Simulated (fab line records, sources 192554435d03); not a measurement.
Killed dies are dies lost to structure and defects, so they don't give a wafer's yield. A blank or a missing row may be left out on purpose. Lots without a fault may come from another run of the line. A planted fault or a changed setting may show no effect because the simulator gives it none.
Chamber matching | flow n5_finfet | N5_ILD0_ALD_15 on ald_sin-01: 4 sister chambers
The step deposits SiNx, target thk 24 nm, pulse time 1 s, ald cycles 480. 8 wafers are shown with their chamber, then 11 later ones without.

WAFERS WITH THEIR CHAMBER
wafer  | chamber | heater_power_w (W) | precursor_pulse_height_rel
L081.1 | 0       | 705                | 1.005
L082.1 | 2       | 976                | 1.023
L082.3 | 1       | 883                | 1.018
L082.6 | 3       | 840                | 0.998
L086.1 | 0       | 676                | 0.986
L086.2 | 1       | 843                | 1.003
L086.3 | 2       | 973                | 1.037
L086.4 | 3       | 820                | 1.019

WAFERS WITHOUT THEIR CHAMBER
wafer  | heater_power_w (W) | precursor_pulse_height_rel
L086.5 | 710                | 1.016
L086.6 | 835                | 1.000
L088.2 | 707                | 1.006
L088.5 | 705                | 0.960
L088.6 | 850                | 1.019
L089.1 | 840                | 1.023
L089.2 | 863                | 0.993
L089.3 | 1006               | 1.014
L089.4 | 719                | 0.978
L089.5 | 999                | 1.057
L089.6 | 824                | 0.992

WHICH CHAMBER EACH WENT THROUGH
wafer  | from the rows above     | in truth
L086.5 | 0                       | 0
L086.6 | can't be placed: 3 or 1 | 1
L088.2 | 0                       | 0
L088.5 | 0                       | 0
L088.6 | can't be placed: 1 or 3 | 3
L089.1 | can't be placed: 3 or 1 | 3
L089.2 | can't be placed: 1 or 3 | 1
L089.3 | 2                       | 2
L089.4 | 0                       | 0
L089.5 | 2                       | 2
L089.6 | can't be placed: 3 or 1 | 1
Placed correctly: 6 of 11. Can't be placed from these rows: 5 (the true chamber is among the candidates in 5). Placed wrongly: 0.
How it was worked out, from the rows above alone: a wafer's distance from a chamber is the root of the sum, over the readings, of the square of ((its reading less the chamber's mean) divided by the reading's scatter). The wafer belongs to the nearest chamber; if the next one is less than 2 further off, it can't be placed. A chamber's mean is the mean of its shown wafers. The scatter: the root of (the sum of the squares of (reading less its chamber's mean) over the shown wafers, divided by (wafers less chambers)).
